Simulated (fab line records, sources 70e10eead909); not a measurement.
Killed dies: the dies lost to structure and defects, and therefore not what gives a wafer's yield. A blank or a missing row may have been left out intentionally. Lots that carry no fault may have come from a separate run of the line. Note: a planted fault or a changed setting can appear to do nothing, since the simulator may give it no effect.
2 desks, one fault -- flow nandHarc -- what lay behind the numbers comes last; until then each desk has only its own

## AT THE METROLOGY DESK
What the gauges read, lot by lot, whatever tool the lot ran on: means of the sampled wafers that have a number. If a lot's mean is further than 4 standard deviations from the usual mean, the lot is out of limits and carries the mark OUT (the distance appears in the brackets).
Columns: A = cdNm at NHARC_P_CONTACT_CD_MEAS_12, usual 90.1 nm
lot,first seen here,A
L194,day 6 01:29,89.8
L200,day 8 11:22,89.7
L202,day 9 09:44,89.7
L206,day 10 20:33,90.4
L207,day 11 06:44,90.3
L209,day 11 21:59,90.5
L210,day 12 21:59,89.5
L211,day 13 00:04,90.3
L212,day 13 17:40,90.7
L213,day 14 02:02,90.6
L215,day 14 12:32,90.1
L214,day 14 13:25,90.5
L216,day 14 23:13,90.6
L217,day 15 13:19,89.2
This desk found nothing out of limits on any of the 14 lots.

## THE DEFECT DESK
Per lot, the means of the sampled wafers with a number show what the inspections along the route counted. If a lot's mean is further than 4 standard deviations from the usual mean, the lot is out of limits and carries the mark OUT (the distance appears in the brackets).
Columns: A = rawDefectCount at NHARC_P_GATE_INSPECT_68, usual 196
lot,first seen here,A
L194,day 5 23:52,175
L200,day 8 09:52,1305 (+15) OUT
L202,day 9 08:07,1451 (+17) OUT
L206,day 10 18:54,322
L207,day 11 05:07,232
L209,day 11 20:29,135
L210,day 12 20:22,165
L211,day 12 22:13,268
L212,day 13 16:10,207
L213,day 14 00:25,351
L215,day 14 11:03,167
L214,day 14 11:49,189
L216,day 14 21:37,155
L217,day 15 11:50,192
This desk's finding: out of limits on L200, L202; first on L200, day 8 09:52 (rawDefectCount at NHARC_P_GATE_INSPECT_68). In limits: L194, L206, L207, L209, L210, L211, L212, L213, L215, L214, L216, L217.

## PUT TOGETHER
The defect desk could have raised an alarm at day 8 09:52, on L200, L202.
Metrology desk: nothing out of limits seen.
The metrology desk has L200, L202 on record, within its limits.
On pvdSputter-01, each named lot ran NHARC_P_GATE_SPUTTER_79.

## WHAT WAS PUT IN BY THE SIMULATOR
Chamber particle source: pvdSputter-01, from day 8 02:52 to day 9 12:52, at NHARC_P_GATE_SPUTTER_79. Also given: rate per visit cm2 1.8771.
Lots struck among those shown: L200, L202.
Hours from the fault's start to each desk's first reading out of limits: the defect desk, 7.
